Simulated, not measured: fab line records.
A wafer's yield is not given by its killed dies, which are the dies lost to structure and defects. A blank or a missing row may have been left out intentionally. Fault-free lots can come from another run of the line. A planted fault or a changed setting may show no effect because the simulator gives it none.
Comparing a struck lot with a sound one | flow nand harc | 17 out of 1159 route steps
Sound: these wafers, L233.2, L233.4, L233.6. Wafers struck: L236.2, L236.3, L236.4. At the end, the cause is stated.
Each step with rows lists, per side, the tool, then ch with its chambers, then its first start. Under that, the readings that differ: sound wafers | struck wafers | difference of the means | sigmas: that difference in standard deviations of wafers without a fault.
alike: same words and numbers on both sides, and readings whose means sit less than 2 such deviations apart. not compared: any withheld reading, any reading some wafer has no value for, any bound like >300 that may hide the same value, and any number with overlapping values for which the record gives no deviation.
A row with sigmas, a row that says differs or no value, or rows on one side alone: a step with any of these is where the two part. Numbers that have no deviation but don't overlap get no sigmas and don't part them. Lack of a reading on every wafer of one side parts them only where that side has two or more wafers.

NHARC_P_GATE_CD_MEAS_59: target cd 720 nm.
  sound on cd sem-01 ch 0, day 7 12:11; struck on cd sem-02 ch 0, day 8 13:30
  alike: cd nm
then, 1 step without rows for these wafers: NHARC_P_GATE_HARDBAKE_60 (time 80 s).
NHARC_P_GATE_DESCUM_61: chemistry O2, time 3 s.
  sound on rie diel-12 ch 2,3, day 7 12:20; struck on rie diel-05 ch 1,2,3, day 8 13:40
  alike: chamber pressure mTorr, drypump motor current A, oes product au, rf vpp V, showerhead plenum p Torr, throttle valve pct
  not compared: rf hours counter h
then, 1 step without rows for these wafers: NHARC_P_GATE_IMPLANT_62.
NHARC_P_GATE_STRIP_112: strips in N2/H2, time 200 s.
  sound on plasma asher-02 ch 0,1, day 7 12:43; struck on plasma asher-01 ch 0,1, day 8 14:02
  alike: drypump motor current A, heater power w
  not compared: rf hours counter h
NHARC_P_GATE_STRIP_76: strips in O2.
  sound on plasma asher-02 ch 0,1, day 7 12:58; struck on plasma asher-01 ch 0,1, day 8 14:18
  alike: drypump motor current A, heater power w
  not compared: rf hours counter h
then, 6 steps without rows for these wafers: NHARC_P_GATE_STRIP_63 (strips in SPM, time 900 s); NHARC_P_GATE_DEHYDRATE_83 (time 120 s); NHARC_P_GATE_HMDS_84 (time 30 s); NHARC_P_GATE_COAT_85; NHARC_P_GATE_SOFTBAKE_86 (time 95 s); NHARC_P_GATE_EBR_87.
NHARC_P_GATE_EXPOSE_88: exposes mask P HVN, target cd 2000 nm.
  sound on krf scanner-02 ch 0, day 7 13:37; struck on krf scanner-01 ch 0, day 8 14:56
  reading | sound                   | struck                  | difference | sigmas
  mask    | P_HVN#0 P_HVN#0 P_HVN#0 | P_PSD#0 P_PSD#0 P_PSD#0 | differs    |
then, 2 steps without rows for these wafers: NHARC_P_GATE_PEB_89 (peb time 85 s); NHARC_P_GATE_DEVELOP_90 (time 70 s).
NHARC_P_GATE_CD_MEAS_91: target cd 2000 nm.
  sound on cd sem-01 ch 0, day 7 13:46; struck on cd sem-03 ch 0, day 8 15:06
  reading    | sound                | struck | difference                    | sigmas
  cd nm (nm) | 2003.7 2002.0 2001.6 | - - -  | no value on the struck wafers |
then, 1 step without rows for these wafers: NHARC_P_GATE_HARDBAKE_92 (time 80 s).

## WHERE THEY PART
Earliest at NHARC_P_GATE_EXPOSE_88; latest, in this record, at NHARC_P_GATE_CD_MEAS_91.

WHY: whatever the simulator had introduced
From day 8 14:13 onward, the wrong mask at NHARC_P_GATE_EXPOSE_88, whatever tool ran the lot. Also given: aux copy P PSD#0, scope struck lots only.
